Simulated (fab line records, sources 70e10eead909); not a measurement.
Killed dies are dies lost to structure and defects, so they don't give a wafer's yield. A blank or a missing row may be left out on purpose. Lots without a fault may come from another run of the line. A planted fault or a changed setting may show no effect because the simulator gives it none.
fab line records | flow nand_harc
record lots=6 wafers=18 last_day=33
route steps=1302 shown A_ONON_D1@445 A_CHANNEL_HOLE_D1@450 END@1302
lots that met no fault: from a run of the same line without faults
start_h: hours from the record's first day to the start of the lot's first wafer shown | wait_h: hours since the lot's step before | " the same as in the row above | L1.1+2: a row that stands for several wafers | - no value, or no start given | * or withheld: withheld | < > ~ a bound
route shown NAME@n: a module of which the file shows steps, and the number in the route of the first | usual: mean/standard deviation of fault-free wafers | same: alike in all rows | chamber/n: place in a boat | sites: the reading at each site | _std_site: their standard deviation | _edge_site: outer sites' mean less inner sites' | radius_mm: how far each site lies from the wafer's centre | mask NAME#n: copy n | behind: the tool/chamber that last shaped the wafer | hold: why the lot was held/for how many hours/how that ended | device: the transistor (n, p or np) that didn't switch | end of line: the same wafers' tests at the end of the route | a step without rows: its recipe alone | killed: dies lost to structure and defects at the first sort, not the wafer's yield | map: a wafer's dies, x killed, . not, _ none there
set.NAME: the setting as run; set.NAME@STEP: as run at that earlier step | model.NAME: the simulator's own value behind a step, which no gauge read
lots at some steps of the route; a table a step, a row a wafer
services: from which hour (start_h, from the record's first day; less than 0 if before it) a tool's chamber was out of use, for how many hours, and why
## steps
# step NHARC_A_ONON_D1_THK_MEAS_30
# recipe thk_meas_gauge=ellipsometry
# usual thk_nm=1004/9
# columns lot.wafer tool chamber start_h wait_h thk_nm
L813.1 film_metro-02 - 178.76 - 1004
L813.2 " - " " 1003
L813.5 " - " " 1005
L814.2 film_metro-02 - 197.09 - 992
L814.3 " - " " 994
L814.4 " - " " 993
L821.1 film_metro-02 - 274.01 - 1018
L821.5 " - " " 1018
L821.6 " - " " 1019
L824.1 film_metro-01 - 292.58 - 1010
L824.2 " - " " 1012
L824.3 " - " " 1011
L828.2 film_metro-01 - 342.44 - 1009
L828.3 " - " " 1011
L828.6 " - " " 1009
L833.1 film_metro-01 - 394.59 - 996
L833.3 " - " " 998
L833.4 " - " " 997
# step NHARC_A_ONON_D1_DEP_33
# recipe target_thk_a=2000 temp_c=400 pressure_torr=6.5 rf_w=900 teos_flow_sccm=161.4 flow_sccm=2650 target_thk_nm=200 gas=O2 material=SiO2
# usual heater_power_w=549/82 throttle_valve_pct=16.1/0.51
# columns lot.wafer tool chamber start_h wait_h heater_power_w since_wet_clean_h throttle_valve_pct
L813.2 pecvd-01 0 178.82 0.1 528 35 15.9
L813.1 " 2 " " 471 35 15.8
L813.5 " 1 " " 657 - 15.5
L814.2 pecvd-02 1 197.14 0.1 555 137 17.3
L814.3 " 0 " " 553 138 14.7
L814.4 " 0 " " 551 - 14.6
L821.1 pecvd-01 1 274.16 0.1 689 130 15.8
L821.6 " 2 " " 555 - 16.1
L821.5 " 1 " " 707 - 15.6
L824.2 pecvd-01 0 292.64 0.1 512 149 16.4
L824.1 " 1 " " 662 149 15.7
L824.3 " 2 " " 520 149 16.3
L828.2 pecvd-04 2 342.50 0.1 580 60 16.5
L828.3 " 0 " " 491 60 15.6
L828.6 " 0 " " 483 - 16.1
L833.3 pecvd-02 0 394.69 0.1 504 154 14.6
L833.1 " 1 " " 637 154 16.8
L833.4 " 0 " " 510 - 15.0
# step NHARC_A_ONON_D1_THK_MEAS_34
# recipe thk_meas_gauge=ellipsometry
# usual thk_nm=199/3.6
# columns lot.wafer tool chamber start_h wait_h thk_nm
L813.1 film_metro-02 - 179.23 - 204
L813.2 " - " " 198
L813.5 " - " " 200
L814.2 film_metro-01 - 197.56 - 197
L814.3 " - " " 199
L814.4 " - " " 201
L821.1 film_metro-02 - 274.48 - 193
L821.5 " - " " 201
L821.6 " - " " 204
L824.1 film_metro-01 - 293.05 - 194
L824.2 " - " " 196
L824.3 " - " " 202
L828.2 film_metro-01 - 342.91 - 197
L828.3 " - " " 198
L828.6 " - " " 198
L833.1 film_metro-02 - 395.06 - 199
L833.3 " - " " 200
L833.4 " - " " 202
# step NHARC_A_ONON_D1_INSPECT_32
# usual raw_defect_count=68/26
# columns lot.wafer tool chamber start_h wait_h raw_defect_count
L813.1 defect_inspect-02 - 179.30 0.0 70
L813.2 " - " " 38
L813.5 " - " " 81
L814.2 defect_inspect-02 - 197.62 0.0 42
L814.3 " - " " 62
L814.4 " - " " 42
L821.1 defect_inspect-02 - 274.57 0.0 78
L821.5 " - " " 71
L821.6 " - " " 98
L824.1 defect_inspect-02 - 293.12 0.0 69
L824.2 " - " " 86
L824.3 " - " " 76
L828.2 defect_inspect-01 - 342.97 0.0 150
L828.3 " - " " 140
L828.6 " - " " 126
L833.1 defect_inspect-01 - 395.12 0.0 114
L833.3 " - " " 85
L833.4 " - " " 113
# step NHARC_A_CHANNEL_HOLE_D1_DEP_00
# recipe target_thk_a=31000 temp_c=400 material=aC
# usual throttle_valve_pct=34.999/0.0094
# columns lot.wafer tool chamber start_h wait_h throttle_valve_pct
L813.1 acl_dep-02 0 180.20 0.9 34.988
L813.2 " 0 " " 35.011
L813.5 " 0 " " 35.009
L814.2 acl_dep-03 0 198.88 1.3 34.993
L814.3 " 0 " " 34.987
L814.4 " 0 " " 35.008
L821.1 acl_dep-01 0 274.64 0.1 35.005
L821.5 " 0 275.90 1.3 34.991
L821.6 " 0 " " 34.994
L824.1 acl_dep-02 0 293.18 0.1 35.007
L824.2 " 0 " " 35.000
L824.3 " 0 " " 34.998
L828.2 acl_dep-03 0 343.35 0.4 34.990
L828.3 " 0 " " 34.975
L828.6 " 0 " " 35.002
L833.1 acl_dep-02 0 397.47 2.3 34.994
L833.3 " 0 " " 35.013
L833.4 " 0 " " 34.996
# step NHARC_A_CHANNEL_HOLE_D1_DEP_01
# recipe target_thk_a=1400 target_thk_nm=140 temp_c=400 pressure_torr=3.5 flow_sccm=200 rf_w=350 material=SiON
# usual heater_power_w=750/110
# columns lot.wafer tool chamber start_h wait_h heater_power_w since_wet_clean_h
L813.2 pecvd-02 1 182.11 1.3 894 122
L813.1 " 0 " " 652 122
L813.5 " 1 " " 892 -
L814.3 pecvd-03 2 200.47 1.0 909 2
L814.2 " 0 " " 592 3
L814.4 " 0 " " 621 -
L821.1 pecvd-01 2 276.65 1.7 712 133
L821.6 " 0 " " 808 -
L821.5 " 1 " " 857 -
L824.3 pecvd-02 0 295.09 1.0 692 54
L824.1 " 1 " " 811 54
L824.2 " 2 " " 579 54
L828.2 pecvd-02 2 344.93 1.3 646 104
L828.3 " 0 " " 658 104
L828.6 " 1 " " 866 -
L833.3 pecvd-02 2 399.38 1.0 635 159
L833.1 " 1 " " 818 159
L833.4 " 2 " " 639 -
# step NHARC_A_CHANNEL_HOLE_D1_DEHYDRATE_02
# recipe temp_c=150 time_s=120
# step NHARC_A_CHANNEL_HOLE_D1_HMDS_03
# recipe time_s=30
# step NHARC_A_CHANNEL_HOLE_D1_COAT_36
# recipe temp_c=260 time_s=75
# step NHARC_A_CHANNEL_HOLE_D1_COAT_37
# recipe temp_c=225 time_s=65
# step NHARC_A_CHANNEL_HOLE_D1_COAT_04
# recipe spin_rpm=1500 resist_thk_nm=90
# step NHARC_A_CHANNEL_HOLE_D1_SOFTBAKE_05
# recipe temp_c=105 time_s=55
# usual heater_power_total_W=188.46/0.14
# same time_s=55
# columns lot.wafer tool chamber start_h wait_h heater_power_total_W
L813.1 litho_track-01 0 182 - 188.59
L813.2 " 0 " " 188.39
L813.5 " 0 " " 188.68
L814.2 litho_track-04 0 200 - 188.36
L814.3 " 0 " " 188.50
L814.4 " 0 " " 188.80
L821.1 litho_track-01 0 276 - 191.21
L821.5 " 0 " " 191.19
L821.6 " 0 " " 191.48
L824.1 litho_track-01 0 295 - 191.24
L824.2 " 0 " " 191.44
L824.3 " 0 " " 191.19
L828.2 litho_track-06 0 345 - 188.41
L828.3 " 0 " " 188.42
L828.6 " 0 " " 188.75
L833.1 litho_track-01 0 399 - 188.47
L833.3 " 0 " " 188.40
L833.4 " 0 " " 188.33
# step NHARC_A_CHANNEL_HOLE_D1_EBR_06
# step NHARC_END_SORT_01
# recipe temp_c=25
# usual killed_at_array=46/15 killed_at_other=1.0/1.3 killed_at_periphery=4/3 killed_dies=51/15 killed_open=3.2/1.8 killed_short=2.5/1.5
# same gross_dies=677
# columns lot.wafer tool chamber start_h wait_h killed_at_array killed_at_other killed_at_periphery killed_dies killed_open killed_short
L813.1 prober-02 0 612.28 2.5 31 2 2 35 1 3
L813.2 prober-02 0 613.08 2.8 56 1 1 58 3 1
L813.5 prober-02 0 615.48 3.7 64 1 1 66 4 2
# killed by level:class
L813.1 A_CHANNEL_HOLE_D2:chamber_film_flake=11 A_CHANNEL_HOLE_D1:chamber_film_flake=10 A_STAIRCASE:chamber_film_flake=3 THIN_TSV:chamber_film_flake=2 A_WL_FILL:chamber_film_flake=2 A_CONTACT:chamber_film_flake=2 P_GATE:geometric_particle:open=1 A_CHANNEL_FILL_D1:geometric_particle:short=1
L813.2 A_CHANNEL_HOLE_D2:chamber_film_flake=26 A_CHANNEL_HOLE_D1:chamber_film_flake=20 A_WL_FILL:chamber_film_flake=5 A_CONTACT:chamber_film_flake=2 P_CONTACT:geometric_particle:open=1 A_CHANNEL_HOLE_D1:geometric_particle:open=1 A_ONON_D2:geometric_particle:open=1 A_WL_FILL:geometric_particle:short=1
L813.5 A_CHANNEL_HOLE_D1:chamber_film_flake=28 A_CHANNEL_HOLE_D2:chamber_film_flake=22 A_CONTACT:chamber_film_flake=7 P_STI:geometric_particle:short=1 A_SOURCE_PLATE:geometric_particle:short=1 A_ONON_D1:geometric_particle:open=1 A_CHANNEL_FILL_D1:geometric_particle:open=1 A_CONTACT:geometric_particle:open=1
## services
# columns tool chamber start_h hours kind
litho_track-01 - 155.00 7.0 pm
pecvd-01 1 170.03 3.9 repair
litho_track-06 - 179.00 7.0 pm
pecvd-03 - 185.00 13.0 pm
acl_dep-01 - 187.55 13.0 pm
litho_track-04 - 203.00 7.0 pm
pecvd-01 - 211.07 1.8 repair
pecvd-02 - 227.80 13.0 pm
pecvd-01 - 228.00 5.8 repair
pecvd-04 1 240.33 20.2 repair
acl_dep-02 - 243.58 13.0 pm
pecvd-01 2 255.69 17.1 repair
pecvd-01 1 262.29 4.7 repair
pecvd-04 - 269.19 13.0 pm
pecvd-02 - 274.68 0.3 repair
pecvd-04 - 288.86 1.3 repair
acl_dep-03 - 303.90 13.0 pm
pecvd-01 - 311.72 13.0 pm
pecvd-02 - 329.40 0.5 repair
litho_track-01 - 330.00 7.0 pm
litho_track-06 - 354.00 7.0 pm
pecvd-01 0 362.69 26.1 repair
pecvd-03 - 366.00 13.0 pm
acl_dep-01 - 370.23 13.0 pm
## key
first_sign step=NHARC_A_CHANNEL_HOLE_D1_SOFTBAKE_05 reading=heater_power_total_W direction=up sigmas=20 usual=* struck=*
effect none on later readings
met_at NHARC_A_CHANNEL_HOLE_D1_SOFTBAKE_05
struck_wafers L821.1,L821.5,L821.6,L824.1,L824.2,L824.3
tester_left_out L821,L824
onset_between 182 276
fault kind=process_parameter_drift tool=litho_track-01 chamber=- onset_h=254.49 steps=NHARC_A_CHANNEL_HOLE_D1_SOFTBAKE_05 channel=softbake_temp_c offset=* shape=step end_h=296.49 acts_in=* stated=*
# tester_left_out: of these lots the tester's yield and bins aren't shown, on N5 and GAA mostly nor the transistor test; their killed dies are dies lost to structure and defects alone, not to doping, threshold or leakage, so they don't give the yield
